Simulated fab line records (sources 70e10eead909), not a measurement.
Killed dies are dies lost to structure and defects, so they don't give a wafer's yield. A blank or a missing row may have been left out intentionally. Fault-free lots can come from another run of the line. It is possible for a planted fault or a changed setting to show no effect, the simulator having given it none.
Chamber matching -- flow nand harc -- NHARC_A_CONTACT_CMP_20 on cmp-04 has 4 sister chambers
The step polishes, t overpolish 30 s, target thk 300 nm. 4 wafers are shown with their chamber, then 8 later ones without.

EACH WAFER AND ITS CHAMBER
wafer,chamber,motor current A (A)
L089.1,3,13.5
L089.2,2,11.6
L089.6,0,11.4
L093.2,1,13.5

WAFERS WITHOUT THEIR CHAMBER
wafer,motor current A (A)
L093.3,11.1
L093.6,11.5
L096.1,13.7
L096.2,11.7
L096.3,11.4
L097.3,13.4
L097.4,14.0
L097.6,13.3

THE CHAMBER EACH PASSED THROUGH
wafer,from the rows above,in truth
L093.3,can't be placed: 0 or 2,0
L093.6,can't be placed: 0 or 2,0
L096.1,can't be placed: 1 or 3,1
L096.2,can't be placed: 2 or 0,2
L096.3,can't be placed: 0 or 2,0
L097.3,can't be placed: 1 or 3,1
L097.4,can't be placed: 1 or 3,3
L097.6,can't be placed: 1 or 3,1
Correctly placed: 0 of 8. Cannot be placed on the basis of these rows: 8; the candidates contain the true chamber in 8. 0 placed wrongly.
How it was worked out, from the rows above alone: a wafer's distance from a chamber is the root of the sum, over the readings, of the square of ((its reading less the chamber's mean) divided by the reading's scatter). If the next closest chamber is less than 2 further off than the closest, the wafer can't be placed; otherwise it belongs to the closest. The mean given for a chamber averages the wafers shown for that chamber. The scatter (one wafer shown for each chamber): square how far every hidden wafer sits from the nearest shown wafer, average those squares and take the square root.
